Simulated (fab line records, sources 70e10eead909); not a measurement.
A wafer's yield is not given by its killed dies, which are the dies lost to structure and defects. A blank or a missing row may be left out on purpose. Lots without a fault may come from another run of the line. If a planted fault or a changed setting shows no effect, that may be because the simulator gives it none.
fab line records | flow nand_harc
record: lots: 24 wafers: 72 last_day: 35
route steps=1302 shown A_CHANNEL_FILL_D2@615 A_STAIRCASE@677
lots that met no fault: from a run of the same line without faults
start_h: the number of hours between the record's first day and the start of the first shown wafer of the lot | wait_h: how many hours have passed since the lot's step before this one | " same as the row above | L1.1+2: several wafers, shown together as one row | - either no value or no given start | * or withheld: withheld | < > ~ a bound
route shown NAME@n: names a module that has steps shown in the file, with the first one's number in the route | usual: mean/standard deviation taken from wafers without a fault | same: alike in all rows | chamber/n: place in a boat | sites: per-site readings | _std_site: the standard deviation of these | _edge_site: inner sites' mean taken away from outer sites' mean | radius_mm: how far each site lies from the wafer's centre | mask NAME#n: copy n | behind: the most recent tool/chamber to have shaped the wafer | hold: what put the lot on hold/how long, in hours/how the hold closed | device: names the non-switching transistor (n, p or np) | end of line: the tests these same wafers got at the end of their route | a step with no rows: only its recipe | killed: dies that structure and defects cost at the first sort, which is not the same as the wafer's yield | map: per-die view of a wafer (x killed, . not killed, _ where there is no die)
set.NAME: the run value of the setting; set.NAME@STEP: its run value at that earlier step | model.NAME: the simulator's own value behind a step, which no gauge read
a sample of lots followed through the steps of the route, with each step as a table and each wafer as a row
services: a tool's chamber out of use, with start hour (start_h, from the record's first day; less than 0 if before it), hours out, and reason
== steps ==
step: NHARC_A_CHANNEL_FILL_D2_ALD_15
recipe: target_thk_a: 20 pulse_time_s: 60 ald_cycles: 19 temp_c: 630 pressure_torr: 2 material: SiNx
usual: precursor_pulse_height_rel: 0.999/0.019
columns lot.wafer tool chamber start_h wait_h precursor_pulse_height_rel
L074.2 ald_sin_batch-02 0 - - 0.981
L074.5 " 0 " " 0.986
L074.6 " 0 " " 1.027
L075.3 ald_sin_batch-02 0 - - 0.999
L075.4 " 0 " " 1.002
L075.6 " 0 " " 1.003
L076.2 ald_sin_batch-01 0 - - 0.998
L076.4 " 0 " " 1.012
L076.5 " 0 " " 1.019
L077.1 ald_sin_batch-01 0 - - 0.985
L077.2 " 0 " " 0.989
L077.3 " 0 " " 0.984
L078.1 ald_sin_batch-03 0 - - 0.981
L078.2 " 0 " " 0.979
L078.3 " 0 " " 1.066
L080.1 ald_sin_batch-02 0 - - 0.991
L080.2 " 0 " " 0.996
L080.5 " 0 " " 1.005
L081.1 ald_sin_batch-02 0 - - 1.021
L081.4 " 0 " " 0.994
L081.5 " 0 " " 0.976
L079.2 ald_sin_batch-01 0 - - 1.026
L079.4 " 0 " " 1.005
L079.5 " 0 " " 1.007
L082.1 ald_sin_batch-02 0 - - 0.976
L082.2 " 0 " " 0.963
L082.6 " 0 " " 0.981
L083.2 ald_sin_batch-02 0 - - 1.033
L083.5 " 0 " " 1.014
L083.6 " 0 " " 0.996
L084.2 ald_sin_batch-02 0 - - 1.007
L084.4 " 0 " " 0.973
L084.6 " 0 " " 1.008
L085.3 ald_sin_batch-02 0 - - 0.982
L085.5 " 0 " " 0.990
L085.6 " 0 " " 1.010
L086.2 ald_sin_batch-02 0 - - 0.999
L086.3 " 0 " " 0.967
L086.5 " 0 " " 0.997
L087.2 ald_sin_batch-03 0 - - 1.027
L087.3 " 0 " " 1.002
L087.5 " 0 " " 1.014
L088.1 ald_sin_batch-03 0 - - 1.014
L088.2 " 0 " " 1.005
L088.4 " 0 " " 1.005
L089.1 ald_sin_batch-03 0 - - 0.967
L089.5 " 0 " " 0.994
L089.6 " 0 " " 1.023
L090.2 ald_sin_batch-02 0 - - 1.007
L090.3 " 0 " " 0.997
L090.6 " 0 " " 1.006
L091.1 ald_sin_batch-01 0 - - 1.027
L091.4 " 0 " " 1.018
L091.5 " 0 " " 1.000
L093.3 ald_sin_batch-02 0 - - 1.005
L093.5 " 0 " " 0.993
L093.6 " 0 " " 1.005
L092.1 ald_sin_batch-01 0 - - 1.027
L092.3 " 0 " " 1.004
L092.5 " 0 " " 1.061
L094.2 ald_sin_batch-02 0 - - 0.996
L094.4 " 0 " " 1.002
L094.5 " 0 " " 0.978
L095.3 ald_sin_batch-03 0 - - 1.015
L095.5 " 0 " " 0.986
L095.6 " 0 " " 0.991
L096.2 ald_sin_batch-02 0 - - 0.995
L096.3 " 0 " " 0.993
L096.5 " 0 " " 0.985
L097.2 ald_sin_batch-01 0 - - 1.000
L097.3 " 0 " " 1.006
L097.4 " 0 " " 0.990
step: NHARC_A_STAIRCASE_TRIM_20
recipe: time_s: 211.2 o2_flow_sccm: 500 ar_flow_sccm: 0 bias_w: 0 chemistry: O2
usual: drypump_motor_current_A: 5.9/0.54 oes_product_au: 1.000/0.011 rf_vpp_V: 57.6/0.77 showerhead_plenum_p_Torr: 3.47/0.13 throttle_valve_pct: 17.038/0.0094
same: time_s: 211.2
columns lot.wafer tool chamber start_h wait_h drypump_motor_current_A oes_product_au rf_hours_counter_h rf_vpp_V showerhead_plenum_p_Torr throttle_valve_pct
L074.2 rie_diel-04 3 353.14 0.1 6.6 0.991 58 57.3 3.28 17.038
L074.5 " 1 " " 5.6 1.009 - 58.4 3.45 17.046
L074.6 " 2 " " 5.2 0.999 - 57.7 3.59 17.039
L075.3 rie_diel-01 2 353.53 0.1 6.2 1.013 45 57.9 3.48 17.052
L075.4 " 0 " " 6.7 0.991 42 57.2 3.33 17.033
L075.6 " 3 " " 6.3 1.021 - 57.0 3.49 17.046
L076.2 rie_diel-01 0 376.98 0.1 6.7 0.989 47 57.5 3.33 17.046
L076.4 " 2 " " 6.2 0.996 50 58.1 3.48 17.042
L076.5 " 3 " " 6.3 0.983 - 58.0 3.49 17.055
L077.3 rie_diel-01 3 377.48 0.2 6.3 1.009 47 57.0 3.49 17.033
L077.1 " 0 " " 6.7 0.994 47 56.6 3.33 17.047
L077.2 " 1 " " 6.1 1.000 51 57.1 3.50 17.036
L078.3 rie_diel-05 3 385.97 0.1 5.3 1.011 55 58.0 3.62 17.047
L078.2 " 0 " " 6.0 1.003 46 56.8 3.35 17.038
L078.1 " 1 " " 4.9 1.013 46 58.6 3.61 17.040
L081.1 rie_diel-01 1 416.45 0.1 6.1 1.013 6 57.8 3.50 17.042
L081.4 " 2 " " 6.2 1.005 6 56.6 3.47 17.041
L081.5 " 1 " " 6.1 1.004 - 56.3 3.50 17.041
L080.2 rie_diel-05 1 417.04 0.1 4.9 0.993 0 58.0 3.61 17.059
L080.1 " 3 " " 5.3 0.984 0 58.8 3.62 17.027
L080.5 " 0 " " 6.0 0.998 - 58.9 3.35 17.055
L079.2 rie_diel-05 1 422.69 0.1 4.9 1.000 2 59.4 3.61 17.033
L079.4 " 2 " " 5.8 0.995 2 57.5 3.30 17.044
L079.5 " 1 " " 4.9 0.993 - 59.5 3.61 17.055
L082.1 rie_diel-05 3 448.98 0.1 5.2 0.993 8 57.3 3.61 17.033
L082.2 " 2 " " 5.7 0.994 9 57.7 3.29 17.040
L082.6 " 3 " " 5.3 0.992 - 57.4 3.61 17.043
L083.2 rie_diel-01 1 449.05 0.1 6.1 1.006 12 57.5 3.50 17.047
L083.6 " 2 " " 6.2 1.002 - 57.5 3.47 17.040
L083.5 " 3 " " 6.4 1.011 - 57.5 3.48 17.050
L085.3 rie_diel-04 0 459.47 0.1 5.4 1.001 36 58.2 3.45 17.030
L085.6 " 0 " " 5.5 0.998 - 57.5 3.45 17.037
L085.5 " 1 " " 5.6 1.019 - 57.9 3.43 17.032
L084.4 rie_diel-04 3 459.61 0.1 6.6 0.966 34 57.7 3.79 17.031
L084.2 " 2 " " 5.2 1.002 33 57.2 3.57 17.049
L084.6 " 3 " " 6.6 0.965 - 59.6 3.79 17.032
L086.3 rie_diel-04 0 469.70 0.1 5.5 0.985 40 58.2 3.45 17.034
L086.2 " 1 " " 5.6 1.000 38 57.3 3.43 17.026
L086.5 " 0 " " 5.5 0.988 - 57.4 3.45 17.045
L088.1 rie_diel-01 3 492.78 0.1 6.3 1.013 25 56.7 3.48 17.030
L088.4 " 0 " " 6.7 1.003 26 57.4 3.32 17.038
L088.2 " 1 " " 6.1 1.015 23 58.1 3.49 17.036
L087.2 rie_diel-05 2 492.84 0.1 5.7 1.010 25 58.0 3.28 17.037
L087.3 " 3 " " 5.2 0.983 29 57.5 3.60 17.049
L087.5 " 2 " " 5.8 1.008 - 57.8 3.28 17.027
L089.1 rie_diel-05 1 495.19 0.1 4.9 0.986 27 58.7 3.59 17.038
L089.6 " 2 " " 5.8 1.000 - 57.4 3.28 17.020
L089.5 " 3 " " 5.3 1.001 - 58.1 3.60 17.035
L090.2 rie_diel-01 3 509.83 0.1 6.3 1.001 33 57.5 3.47 17.026
L090.3 " 0 " " 6.7 1.004 32 58.9 3.31 17.032
L090.6 " 2 " " 6.2 1.000 - 57.4 3.46 17.027
L091.1 rie_diel-04 3 521.90 0.1 6.6 0.980 52 57.0 3.78 17.036
L091.4 " 1 " " 5.6 1.011 50 56.6 3.42 17.035
L091.5 " 0 " " 5.5 0.997 - 55.8 3.44 17.032
L093.3 rie_diel-01 0 539.22 0.1 6.7 1.006 45 56.3 3.31 17.029
L093.6 " 1 " " 6.1 1.014 - 57.2 3.48 17.024
L093.5 " 2 " " 6.2 0.994 - 56.2 3.45 17.041
L092.1 rie_diel-01 0 544.95 0.1 6.7 0.999 46 57.8 3.31 17.029
L092.3 " 2 " " 6.2 0.994 43 57.7 3.45 17.041
L092.5 " 0 " " 6.7 1.006 - 57.6 3.31 17.041
L094.2 rie_diel-05 1 552.48 0.1 4.9 0.985 51 57.2 3.58 17.039
L094.4 " 0 " " 6.0 1.008 51 57.9 3.32 17.057
L094.5 " 2 " " 5.7 1.013 - 56.6 3.27 17.040
L095.3 rie_diel-04 0 576.45 0.1 5.4 1.006 9 56.7 3.44 17.044
L095.6 " 2 " " 5.2 1.015 - 58.0 3.56 17.044
L095.5 " 3 " " 6.6 0.987 - 57.8 3.77 17.036
L096.2 rie_diel-05 0 579.32 0.1 6.0 0.999 55 57.5 3.32 17.023
L096.3 " 1 " " 4.9 0.982 60 57.7 3.57 17.024
L096.5 " 0 " " 6.0 1.006 - 57.0 3.32 17.038
L097.3 rie_diel-01 2 588.15 0.1 6.2 1.002 12 57.2 3.44 17.027
L097.2 " 0 " " 6.7 0.994 8 57.2 3.30 17.043
L097.4 " 3 " " 6.4 1.012 - 58.6 3.46 17.053
step: NHARC_A_STAIRCASE_ETCH_23
recipe: target_depth_a: 1000 time_s: 40.5 ion_energy_ev: 400 c4f8_flow_sccm: 20 o2_flow_sccm: 10 ar_flow_sccm: withheld rf_w: 600 bias_w: 1000 chemistry: C4F8/O2
usual: oes_product_au: 0.945/0.013 rf_vpp_V: 894/4.6
same: time_s: 40.5
columns lot.wafer tool chamber start_h wait_h oes_product_au rf_hours_counter_h rf_vpp_V
L074.2 rie_diel-04 2 - - 0.941 63 898
L074.6 " 0 " " 0.934 - 893
L074.5 " 1 " " 0.948 - 894
L075.3 rie_diel-01 3 - - 0.959 42 895
L075.4 " 2 " " 0.946 46 894
L075.6 " 3 " " 0.950 - 896
L076.2 rie_diel-01 2 - - 0.943 51 894
L076.4 " 3 " " 0.945 47 894
L076.5 " 1 " " 0.938 - 894
L077.2 rie_diel-01 0 - - 0.932 47 888
L077.3 " 1 " " 0.943 51 896
L077.1 " 2 " " 0.926 51 893
L078.2 rie_diel-05 3 - - 0.944 55 897
L078.3 " 1 " " 0.946 46 898
L078.1 " 2 " " 0.947 56 888
L081.4 rie_diel-01 1 - - 0.951 6 893
L081.1 " 3 " " 0.948 8 896
L081.5 " 2 " " 0.953 - 893
L080.2 rie_diel-05 0 - - 0.950 0 890
L080.1 " 1 " " 0.949 0 898
L080.5 " 3 " " 0.936 - 899
L079.2 rie_diel-05 1 - - 0.925 2 898
L079.4 " 0 " " 0.951 2 889
L079.5 " 1 " " 0.924 - 898
L082.1 rie_diel-05 1 - - 0.945 9 898
L082.2 " 2 " " 0.957 9 887
L082.6 " 2 " " 0.959 - 888
L083.2 rie_diel-01 3 - - 0.965 13 895
L083.6 " 1 " " 0.952 - 897
L083.5 " 2 " " 0.948 - 895
L085.3 rie_diel-04 1 - - 0.958 35 893
L085.6 " 2 " " 0.957 - 897
L085.5 " 3 " " 0.915 - 906
L084.2 rie_diel-04 2 - - 0.931 33 896
L084.4 " 0 " " 0.933 37 895
L084.6 " 2 " " 0.938 - 897
L086.3 rie_diel-04 3 - - 0.929 39 906
L086.2 " 0 " " 0.937 40 892
L086.5 " 0 " " 0.942 - 892
L088.1 rie_diel-01 1 - - 0.943 23 895
L088.4 " 2 " " 0.952 22 894
L088.2 " 3 " " 0.950 25 894
L087.2 rie_diel-05 3 - - 0.928 29 899
L087.3 " 2 " " 0.947 26 887
L087.5 " 3 " " 0.927 - 899
L089.1 rie_diel-05 0 - - 0.972 31 889
L089.5 " 0 " " 0.968 - 888
L089.6 " 1 " " 0.949 - 900
L090.3 rie_diel-01 2 - - 0.942 29 894
L090.2 " 3 " " 0.957 33 894
L090.6 " 0 " " 0.955 - 889
L091.1 rie_diel-04 2 - - 0.936 48 897
L091.4 " 3 " " 0.915 52 904
L091.5 " 1 " " 0.943 - 892
L093.3 rie_diel-01 0 - - 0.951 45 889
L093.6 " 3 " " 0.953 - 894
L093.5 " 0 " " 0.950 - 889
L092.3 rie_diel-01 0 - - 0.947 46 888
L092.1 " 3 " " 0.963 37 894
L092.5 " 3 " " 0.952 - 895
L094.2 rie_diel-05 3 - - 0.956 54 899
L094.4 " 2 " " 0.977 51 887
L094.5 " 0 " " 0.951 - 888
L095.3 rie_diel-04 0 - - 0.934 9 892
L095.6 " 1 " " 0.943 - 891
L095.5 " 2 " " 0.948 - 896
L096.3 rie_diel-05 1 - - 0.932 60 896
L096.2 " 2 " " 0.967 61 886
L096.5 " 0 " " 0.947 - 891
L097.2 rie_diel-01 2 - - 0.943 12 894
L097.3 " 0 " " 0.938 8 886
L097.4 " 3 " " 0.965 - 893
step: NHARC_A_STAIRCASE_ETCH_27
recipe: target_depth_a: 1000 time_s: 40.5 ion_energy_ev: 400 c4f8_flow_sccm: 20 o2_flow_sccm: 10 ar_flow_sccm: withheld rf_w: 600 bias_w: 1000 chemistry: C4F8/O2
usual: oes_product_au: 0.944/0.012 rf_vpp_V: 894/4.6
same: time_s: 40.5
columns lot.wafer tool chamber start_h wait_h oes_product_au rf_hours_counter_h rf_vpp_V
L074.2 rie_diel-04 2 - - 0.948 63 898
L074.6 " 0 " " 0.927 - 891
L074.5 " 1 " " 0.939 - 893
L075.4 rie_diel-01 2 - - 0.965 46 895
L075.3 " 0 " " 0.941 42 888
L075.6 " 3 " " 0.955 - 894
L076.2 rie_diel-01 3 - - 0.931 47 894
L076.4 " 1 " " 0.938 51 896
L076.5 " 3 " " 0.940 - 896
L077.2 rie_diel-01 2 - - 0.937 52 895
L077.3 " 3 " " 0.941 49 895
L077.1 " 1 " " 0.937 52 895
L078.1 rie_diel-05 1 - - 0.941 46 899
L078.2 " 2 " " 0.942 57 888
L078.3 " 3 " " 0.938 55 897
L081.4 rie_diel-01 3 - - 0.947 8 895
L081.1 " 0 " " 0.956 8 887
L081.5 " 2 " " 0.961 - 895
L080.2 rie_diel-05 0 - - 0.955 0 890
L080.1 " 1 " " 0.937 0 899
L080.5 " 2 " " 0.940 - 888
L079.2 rie_diel-05 2 - - 0.941 2 886
L079.4 " 3 " " 0.929 2 899
L079.5 " 0 " " 0.961 - 890
L082.2 rie_diel-05 0 - - 0.930 9 888
L082.1 " 1 " " 0.932 9 898
L082.6 " 0 " " 0.940 - 888
L083.2 rie_diel-01 3 - - 0.952 13 894
L083.6 " 3 " " 0.959 - 894
L083.5 " 0 " " 0.942 - 889
L085.3 rie_diel-04 3 - - 0.916 35 904
L085.5 " 1 " " 0.943 - 891
L085.6 " 2 " " 0.954 - 897
L084.4 rie_diel-04 1 - - 0.950 36 892
L084.2 " 3 " " 0.914 35 905
L084.6 " 1 " " 0.949 - 892
L086.3 rie_diel-04 2 - - 0.942 37 898
L086.2 " 1 " " 0.956 39 893
L086.5 " 2 " " 0.952 - 897
L088.4 rie_diel-01 2 - - 0.959 22 894
L088.1 " 0 " " 0.937 27 889
L088.2 " 1 " " 0.958 24 895
L087.2 rie_diel-05 1 - - 0.946 27 899
L087.3 " 2 " " 0.958 26 887
L087.5 " 1 " " 0.940 - 899
L089.1 rie_diel-05 1 - - 0.943 27 898
L089.6 " 2 " " 0.949 - 888
L089.5 " 3 " " 0.923 - 899
L090.2 rie_diel-01 2 - - 0.948 30 895
L090.3 " 3 " " 0.955 33 892
L090.6 " 2 " " 0.948 - 893
L091.1 rie_diel-04 1 - - 0.962 50 893
L091.4 " 3 " " 0.918 53 904
L091.5 " 2 " " 0.958 - 898
L093.3 rie_diel-01 3 - - 0.952 36 894
L093.6 " 3 " " 0.942 - 895
L093.5 " 0 " " 0.945 - 887
L092.3 rie_diel-01 2 - - 0.952 43 893
L092.1 " 0 " " 0.950 46 888
L092.5 " 0 " " 0.949 - 887
L094.4 rie_diel-05 3 - - 0.931 55 898
L094.2 " 0 " " 0.951 51 890
L094.5 " 2 " " 0.968 - 887
L095.3 rie_diel-04 3 - - 0.931 13 904
L095.6 " 2 " " 0.966 - 898
L095.5 " 3 " " 0.939 - 904
L096.3 rie_diel-05 0 - - 0.952 55 887
L096.2 " 1 " " 0.940 60 899
L096.5 " 3 " " 0.936 - 899
L097.3 rie_diel-01 2 - - 0.936 12 894
L097.2 " 3 " " 0.965 8 894
L097.4 " 3 " " 0.944 - 893
step: NHARC_A_STAIRCASE_TRIM_191
recipe: time_s: 211.2 o2_flow_sccm: 500 ar_flow_sccm: 0 bias_w: 0 chemistry: O2
usual: drypump_motor_current_A: 5.9/0.55 oes_product_au: 1.001/0.01 rf_vpp_V: 57.5/0.86 showerhead_plenum_p_Torr: 3.46/0.12 throttle_valve_pct: 17.037/0.0087
same: time_s: 211.2
columns lot.wafer tool chamber start_h wait_h drypump_motor_current_A oes_product_au rf_hours_counter_h rf_vpp_V showerhead_plenum_p_Torr throttle_valve_pct
L074.2 rie_diel-05 2 - - 5.7 1.009 46 57.4 3.31 17.047
L074.6 " 3 " " 5.2 0.999 - 57.1 3.63 17.063
L074.5 " 0 " " 6.0 1.003 - 58.4 3.36 17.046
L075.4 rie_diel-05 1 - - 4.9 1.016 37 57.4 3.62 17.033
L075.3 " 2 " " 5.7 1.007 46 57.4 3.31 17.045
L075.6 " 1 " " 4.9 1.012 - 58.9 3.62 17.032
L076.2 rie_diel-05 1 - - 4.9 0.998 42 58.3 3.61 17.030
L076.4 " 2 " " 5.8 0.996 52 56.7 3.30 17.031
L076.5 " 1 " " 4.9 1.010 - 57.9 3.61 17.047
L077.2 rie_diel-04 2 - - 5.2 1.012 6 57.5 3.59 17.040
L077.1 " 3 " " 6.6 0.979 6 59.3 3.80 17.035
L077.3 " 0 " " 5.5 1.002 5 57.8 3.47 17.026
L078.1 rie_diel-05 0 - - 6.0 0.983 47 56.3 3.35 17.027
L078.3 " 2 " " 5.8 1.001 58 57.4 3.30 17.013
L078.2 " 3 " " 5.3 1.005 56 58.9 3.62 17.013
L081.1 rie_diel-01 0 - - 6.7 0.998 8 58.6 3.33 17.049
L081.5 " 0 " " 6.7 1.013 - 59.1 3.33 17.039
L081.4 " 3 " " 6.3 1.003 - 56.8 3.48 17.034
L080.2 rie_diel-01 3 - - 6.3 1.004 9 58.1 3.48 17.038
L080.1 " 1 " " 6.1 1.002 7 58.5 3.50 17.043
L080.5 " 1 " " 6.1 0.999 - 58.4 3.50 17.045
L079.4 rie_diel-05 1 - - 4.9 0.991 3 57.8 3.61 17.021
L079.2 " 3 " " 5.3 0.996 3 56.1 3.61 17.024
L079.5 " 1 " " 4.9 1.010 - 56.4 3.61 17.030
L082.2 rie_diel-01 3 - - 6.3 1.016 14 57.2 3.48 17.052
L082.1 " 0 " " 6.7 1.015 15 57.9 3.32 17.041
L082.6 " 0 " " 6.7 1.009 - 57.0 3.32 17.040
L083.2 rie_diel-01 1 - - 6.1 1.004 13 57.2 3.50 17.036
L083.5 " 1 " " 6.1 1.010 - 56.9 3.50 17.035
L083.6 " 2 " " 6.2 1.008 - 57.5 3.47 17.045
L085.3 rie_diel-01 3 - - 6.4 1.014 18 58.0 3.48 17.046
L085.6 " 2 " " 6.2 1.012 - 58.5 3.47 17.025
L085.5 " 3 " " 6.4 1.014 - 58.8 3.48 17.022
L084.2 rie_diel-05 0 - - 6.0 1.001 18 56.5 3.34 17.031
L084.4 " 1 " " 4.9 0.992 17 58.5 3.60 17.031
L084.6 " 3 " " 5.3 0.985 - 56.6 3.61 17.029
L086.3 rie_diel-01 3 - - 6.4 1.018 20 56.9 3.48 17.045
L086.2 " 0 " " 6.7 1.016 21 56.6 3.32 17.039
L086.5 " 3 " " 6.4 1.021 - 57.9 3.48 17.032
L088.1 rie_diel-01 1 - - 6.0 1.002 24 56.6 3.49 17.028
L088.4 " 3 " " 6.4 0.993 26 59.3 3.48 17.029
L088.2 " 0 " " 6.7 1.005 27 56.8 3.32 17.029
L087.2 rie_diel-04 3 - - 6.6 0.978 47 57.9 3.78 17.030
L087.3 " 0 " " 5.5 0.990 48 59.4 3.45 17.043
L087.5 " 2 " " 5.2 1.006 - 57.7 3.57 17.051
L089.1 rie_diel-05 3 - - 5.2 0.993 31 56.9 3.60 17.043
L089.6 " 0 " " 6.0 1.009 - 56.9 3.33 17.014
L089.5 " 1 " " 4.9 0.981 - 58.4 3.59 17.031
L090.2 rie_diel-01 3 - - 6.3 0.997 34 57.0 3.47 17.050
L090.3 " 0 " " 6.7 1.005 33 57.6 3.31 17.034
L090.6 " 0 " " 6.7 1.007 - 56.9 3.31 17.038
L091.1 rie_diel-05 1 - - 4.9 0.985 37 57.4 3.59 17.041
L091.4 " 0 " " 6.0 0.994 41 56.2 3.33 17.042
L091.5 " 1 " " 4.9 0.999 - 57.8 3.59 17.045
L093.3 rie_diel-05 2 - - 5.7 0.991 49 56.9 3.27 17.050
L093.6 " 1 " " 4.9 0.981 - 57.9 3.58 17.039
L093.5 " 3 " " 5.2 0.981 - 57.1 3.59 17.045
L092.1 rie_diel-01 3 - - 6.3 1.005 38 57.0 3.47 17.036
L092.3 " 2 " " 6.2 0.993 44 57.2 3.45 17.032
L092.5 " 2 " " 6.2 0.994 - 58.0 3.45 17.050
L094.2 rie_diel-01 1 - - 6.0 1.004 38 57.8 3.48 17.029
L094.4 " 0 " " 6.7 0.995 48 58.8 3.31 17.046
L094.5 " 2 " " 6.2 0.994 - 57.9 3.45 17.031
L095.3 rie_diel-01 3 - - 6.3 1.009 4 58.2 3.47 17.043
L095.6 " 0 " " 6.7 0.993 - 56.9 3.30 17.030
L095.5 " 1 " " 6.1 1.000 - 57.1 3.48 17.037
L096.2 rie_diel-05 0 - - 6.0 0.999 55 56.6 3.32 17.047
L096.3 " 1 " " 4.9 0.981 60 57.1 3.57 17.033
L096.5 " 3 " " 5.2 0.990 - 57.5 3.58 17.029
L097.2 rie_diel-01 3 - - 6.3 1.013 9 58.6 3.46 17.033
L097.3 " 0 " " 6.7 0.992 9 56.4 3.30 17.034
L097.4 " 2 " " 6.2 0.986 - 57.4 3.44 17.045
step: NHARC_A_STAIRCASE_TRIM_193
recipe: time_s: 211.2 o2_flow_sccm: 500 ar_flow_sccm: 0 bias_w: 0 chemistry: O2
usual: drypump_motor_current_A: 5.9/0.55 oes_product_au: 1.001/0.0091 rf_vpp_V: 57.7/0.89 showerhead_plenum_p_Torr: 3.45/0.12 throttle_valve_pct: 17.037/0.0095
same: time_s: 211.2
columns lot.wafer tool chamber start_h wait_h drypump_motor_current_A oes_product_au rf_hours_counter_h rf_vpp_V showerhead_plenum_p_Torr throttle_valve_pct
L074.2 rie_diel-05 2 - - 5.7 1.002 46 57.7 3.31 17.033
L074.6 " 3 " " 5.3 1.006 - 57.4 3.63 17.032
L074.5 " 0 " " 6.0 0.997 - 57.1 3.36 17.033
L075.3 rie_diel-05 1 - - 4.9 1.006 37 58.2 3.62 17.033
L075.4 " 2 " " 5.7 1.011 46 56.8 3.31 17.049
L075.6 " 0 " " 6.0 1.000 - 58.4 3.36 17.048
L076.2 rie_diel-05 0 - - 6.0 0.997 44 56.8 3.36 17.030
L076.4 " 1 " " 4.9 1.006 42 57.1 3.61 17.053
L076.5 " 2 " " 5.7 1.008 - 55.6 3.30 17.037
L077.3 rie_diel-04 0 - - 5.5 1.002 5 58.6 3.47 17.032
L077.1 " 2 " " 5.2 1.004 6 58.1 3.59 17.036
L077.2 " 3 " " 6.6 0.980 6 57.0 3.80 17.039
L078.2 rie_diel-05 0 - - 6.0 0.996 47 56.4 3.35 17.023
L078.1 " 1 " " 4.9 1.005 48 59.0 3.61 17.050
L078.3 " 3 " " 5.3 1.006 56 57.8 3.62 17.050
L081.1 rie_diel-01 3 - - 6.4 0.992 9 56.0 3.48 17.050
L081.4 " 1 " " 6.1 1.008 - 58.6 3.50 17.047
L081.5 " 0 " " 6.7 0.995 - 56.5 3.33 17.029
L080.1 rie_diel-01 0 - - 6.7 0.999 9 57.9 3.33 17.045
L080.2 " 3 " " 6.4 1.004 9 57.2 3.48 17.031
L080.5 " 1 " " 6.1 1.006 - 58.2 3.50 17.036
L079.2 rie_diel-05 2 - - 5.7 0.998 3 57.6 3.29 17.026
L079.4 " 0 " " 6.0 1.003 3 57.7 3.35 17.042
L079.5 " 2 " " 5.7 0.993 - 57.3 3.29 17.030
L082.2 rie_diel-01 3 - - 6.4 1.013 15 57.0 3.48 17.040
L082.1 " 1 " " 6.1 1.013 13 58.7 3.50 17.027
L082.6 " 3 " " 6.4 1.014 - 57.0 3.48 17.038
L083.2 rie_diel-01 1 - - 6.1 1.012 13 57.1 3.50 17.029
L083.6 " 2 " " 6.2 1.007 - 56.5 3.47 17.036
L083.5 " 3 " " 6.4 1.006 - 57.5 3.48 17.026
L085.3 rie_diel-01 3 - - 6.3 1.010 18 58.4 3.48 17.032
L085.6 " 3 " " 6.3 1.015 - 58.7 3.48 17.040
L085.5 " 0 " " 6.7 1.009 - 58.5 3.32 17.037
L084.2 rie_diel-05 3 - - 5.2 0.988 17 58.0 3.61 17.029
L084.4 " 0 " " 6.0 1.009 18 59.3 3.34 17.034
L084.6 " 2 " " 5.8 1.006 - 56.4 3.29 17.029
L086.2 rie_diel-01 2 - - 6.2 1.009 18 57.8 3.47 17.033
L086.3 " 3 " " 6.3 0.996 20 57.8 3.48 17.043
L086.5 " 2 " " 6.2 1.003 - 57.5 3.47 17.024
L088.1 rie_diel-01 0 - - 6.7 1.004 27 59.4 3.32 17.028
L088.2 " 1 " " 6.1 1.002 24 58.7 3.49 17.025
L088.4 " 2 " " 6.2 0.994 22 58.6 3.46 17.049
L087.3 rie_diel-04 0 - - 5.5 0.997 48 58.5 3.45 17.026
L087.2 " 2 " " 5.2 1.013 43 57.4 3.57 17.026
L087.5 " 3 " " 6.6 0.979 - 60.1 3.78 17.045
L089.1 rie_diel-05 1 - - 4.9 0.994 28 58.1 3.59 17.044
L089.6 " 3 " " 5.2 0.984 - 58.0 3.60 17.024
L089.5 " 0 " " 6.0 1.000 - 56.6 3.33 17.020
L090.3 rie_diel-01 3 - - 6.4 1.009 34 58.0 3.47 17.048
L090.2 " 0 " " 6.7 1.016 33 58.1 3.31 17.035
L090.6 " 2 " " 6.2 1.011 - 59.0 3.46 17.038
L091.1 rie_diel-05 0 - - 6.0 0.999 41 58.3 3.33 17.041
L091.4 " 1 " " 4.9 0.991 37 59.4 3.59 17.028
L091.5 " 0 " " 6.0 0.995 - 57.0 3.33 17.037
L093.3 rie_diel-05 3 - - 5.3 0.992 52 58.2 3.59 17.038
L093.5 " 3 " " 5.3 0.988 - 58.2 3.59 17.026
L093.6 " 1 " " 4.9 0.986 - 58.4 3.58 17.025
L092.1 rie_diel-01 2 - - 6.2 0.996 44 57.2 3.45 17.014
L092.3 " 0 " " 6.7 0.991 47 57.8 3.31 17.035
L092.5 " 3 " " 6.3 1.006 - 57.0 3.47 17.033
L094.4 rie_diel-01 0 - - 6.7 1.002 48 58.9 3.31 17.040
L094.2 " 2 " " 6.2 0.992 45 58.4 3.45 17.041
L094.5 " 1 " " 6.1 1.001 - 57.0 3.48 17.045
L095.3 rie_diel-01 2 - - 6.2 0.991 7 56.6 3.45 17.027
L095.6 " 0 " " 6.7 0.991 - 58.4 3.30 17.044
L095.5 " 1 " " 6.1 0.999 - 56.4 3.48 17.043
L096.3 rie_diel-05 0 - - 6.0 0.999 56 58.3 3.32 17.038
L096.2 " 1 " " 4.9 0.991 60 58.6 3.57 17.049
L096.5 " 0 " " 6.0 0.995 - 57.3 3.32 17.048
L097.2 rie_diel-01 0 - - 6.7 0.989 9 56.1 3.30 17.037
L097.3 " 2 " " 6.2 0.982 13 57.7 3.44 17.053
L097.4 " 3 " " 6.4 1.008 - 58.4 3.46 17.054
== services ==
columns tool chamber start_h hours kind
rie_diel-01 0 287.59 - clean
rie_diel-01 1 287.59 - clean
rie_diel-01 2 287.59 - clean
rie_diel-01 3 287.59 - clean
rie_diel-05 1 304.38 22.0 repair
rie_diel-01 0 312.18 - clean
rie_diel-01 1 312.18 - clean
rie_diel-01 2 312.18 - clean
rie_diel-05 0 329.47 12.5 repair
rie_diel-04 - 356.38 9.0 pm
rie_diel-01 - 382.01 9.0 pm
rie_diel-05 1 404.34 10.2 repair
rie_diel-05 - 407.70 9.0 pm
rie_diel-01 2 418.37 5.0 repair
rie_diel-01 3 432.83 5.4 repair
ald_sin_batch-01 - 506.00 26.0 pm
rie_diel-01 3 518.23 14.8 repair
rie_diel-04 - 533.38 9.0 pm
rie_diel-01 1 541.13 11.0 repair
rie_diel-05 0 541.14 4.4 repair
rie_diel-01 - 559.01 9.0 pm
rie_diel-05 0 571.25 7.7 repair
rie_diel-05 - 584.74 9.0 pm
rie_diel-04 2 591.69 4.0 repair
== key ==
fault none
